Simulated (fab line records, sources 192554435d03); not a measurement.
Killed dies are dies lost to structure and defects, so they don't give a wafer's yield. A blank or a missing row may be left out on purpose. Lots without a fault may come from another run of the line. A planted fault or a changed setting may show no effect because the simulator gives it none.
Chamber matching | flow n5_finfet | N5_GATE_CUT_STRIP_59 on rie_diel-05: 4 sister chambers
The step strips in N2/H2, time 20 s. 8 wafers are shown with their chamber, then 10 later ones without.

WAFERS WITH THEIR CHAMBER
wafer  | chamber | throttle_valve_pct (%) | drypump_motor_current_A (A)
L082.1 | 1       | 12.29                  | 5.20
L087.1 | 0       | 12.28                  | 5.80
L087.2 | 1       | 12.32                  | 5.16
L087.4 | 2       | 12.59                  | 5.68
L087.5 | 3       | 11.85                  | 5.78
L087.6 | 0       | 12.28                  | 5.75
L092.3 | 2       | 12.59                  | 5.67
L092.4 | 3       | 11.86                  | 5.78

WAFERS WITHOUT THEIR CHAMBER
wafer  | throttle_valve_pct (%) | drypump_motor_current_A (A)
L092.5 | 12.61                  | 5.69
L095.1 | 12.34                  | 5.19
L095.5 | 12.62                  | 5.65
L095.6 | 11.87                  | 5.78
L097.1 | 12.35                  | 5.79
L097.2 | 12.63                  | 5.68
L097.3 | 12.37                  | 5.20
L097.4 | 11.88                  | 5.77
L097.5 | 11.88                  | 5.76
L097.6 | 12.65                  | 5.69

WHICH CHAMBER EACH WENT THROUGH
wafer  | from the rows above | in truth
L092.5 | 2                   | 2
L095.1 | 1                   | 1
L095.5 | 2                   | 2
L095.6 | 3                   | 3
L097.1 | 0                   | 0
L097.2 | 2                   | 2
L097.3 | 1                   | 1
L097.4 | 3                   | 3
L097.5 | 3                   | 3
L097.6 | 2                   | 2
Placed correctly: 10 of 10. Can't be placed from these rows: 0. Placed wrongly: 0.
How it was worked out, from the rows above alone: a wafer's distance from a chamber is the root of the sum, over the readings, of the square of ((its reading less the chamber's mean) divided by the reading's scatter). The wafer belongs to the nearest chamber; if the next one is less than 2 further off, it can't be placed. A chamber's mean is the mean of its shown wafers. The scatter: the root of (the sum of the squares of (reading less its chamber's mean) over the shown wafers, divided by (wafers less chambers)).
